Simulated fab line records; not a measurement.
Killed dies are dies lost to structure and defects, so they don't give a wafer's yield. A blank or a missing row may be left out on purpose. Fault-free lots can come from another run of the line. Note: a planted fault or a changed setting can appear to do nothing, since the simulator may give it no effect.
Which tool was responsible?	flow nand_harc	12 lots with 36 wafers sampled at 4 steps, on a route of 1159 steps

WHAT THE GAUGES SHOWED, per wafer
NHARC_P_M2_CD_MEAS_16.
lot	measured	on	cd_nm (nm)
L075	day 6 09:32	cd_sem-03	169.9 169.9 169.1
L077	day 6 22:14	cd_sem-01	168.7 169.7 171.4
L079	day 7 15:56	cd_sem-02	168.8 168.3 171.0
L081	day 7 20:29	cd_sem-03	169.2 168.4 171.7
L083	day 8 17:06	cd_sem-02	170.3 170.4 170.8
L085	day 8 19:38	cd_sem-01	169.1 168.9 169.1
L087	day 9 12:20	cd_sem-03	170.2 168.9 168.4
L089	day 10 00:17	cd_sem-02	169.2 169.0 170.1
L091	day 10 10:28	cd_sem-02	171.3 169.1 169.5
L093	day 11 09:57	cd_sem-01	169.6 169.2 169.3
L095	day 11 13:14	cd_sem-03	172.8 169.8 169.8
L097	day 12 02:18	cd_sem-03	169.8 169.7 168.1

TOOL THAT RAN EACH LOT (tool first, then ch and the chambers of the sampled wafers, then the start)
lot	NHARC_P_ZERO_WELL_ETCH_63	NHARC_P_GATE_HM_OPEN_105	NHARC_P_GATE_DESCUM_48
L075	rie_si-04 ch 0,1,3, day 1 19:38	rie_diel-03 ch 0,2, day 5 07:59 or earlier	rie_diel-06 ch 0,2,3, day 5 07:59
L077	rie_si-03 ch 0,3, day 2 07:41	rie_diel-06 ch 0,2, day 5 21:03 or earlier	rie_diel-06 ch 1,2, day 5 21:03
L079	rie_si-03 ch 1,2, day 2 19:36	rie_diel-13 ch 1,2, day 6 18:03 or earlier	rie_diel-06 ch 0,1,3, day 6 18:03
L081	rie_si-04 ch 0,1, day 3 07:40	rie_diel-06 ch 0,2,3, day 6 21:52 or earlier	rie_diel-03 ch 1,2, day 6 21:52
L083	rie_si-01 ch 0,1,3, day 3 19:53	rie_diel-06 ch 0,1,3, day 7 19:14 or earlier	rie_diel-13 ch 1,2,3, day 7 19:14
L085	rie_si-03 ch 1,2, day 4 07:42	rie_diel-03 ch 1,2,3, day 7 22:46 or earlier	rie_diel-13 ch 2,3, day 7 22:46
L087	rie_si-03 ch 0,1,2, day 4 19:40	rie_diel-03 ch 0,1,3, day 8 11:16 or earlier	rie_diel-06 ch 0,1,3, day 8 11:16
L089	rie_si-03 ch 1,2, day 5 07:34	rie_diel-06 ch 0,2,3, day 8 20:29 or earlier	rie_diel-13 ch 0,3, day 8 20:29
L091	rie_si-01 ch 1,3, day 5 19:38	rie_diel-06 ch 1,2, day 9 12:20 or earlier	rie_diel-13 ch 0,1,3, day 9 12:20
L093	rie_si-04 ch 1,3, day 6 07:41	rie_diel-06 ch 0,1,2, day 10 06:55 or earlier	rie_diel-06 ch 0,2,3, day 10 06:55
L095	rie_si-04 ch 0,3, day 6 19:38	rie_diel-06 ch 1,2, day 10 16:11 or earlier	rie_diel-06 ch 0,2,3, day 10 16:11
L097	rie_si-01 ch 1,2,3, day 7 07:32	rie_diel-06 ch 0,2, day 11 03:41 or earlier	rie_diel-13 ch 2,3, day 11 03:41
- NHARC_P_ZERO_WELL_ETCH_63: etches the open film in HBr/Cl2, target depth 120 nm, time 40.1 s.
- NHARC_P_GATE_HM_OPEN_105: chemistry O2/COS, target depth 360 nm.
- NHARC_P_GATE_DESCUM_48: chemistry O2, time 3 s.

THE ANSWER, worked out from the rows above alone
Rule: usual is defined by the lots themselves. The widest of any qualifying gaps counts: lots, ordered by their means at a reading, are off when they make up no more than a third of the lots, leave a main group of 4 or more, and stand apart from it by 3 or more times the standard deviation of that group's means. If all means in a main group match to the digits the tables above print for the reading, that group is not used. A lot without any number at a reading at which 4 lots or more have one is off too. Where the step has rows for the other lots, those lots are counted as sound.
Nothing can be told from this: no lot is off at any reading shown.

WHAT WAS PUT IN BY THE SIMULATOR
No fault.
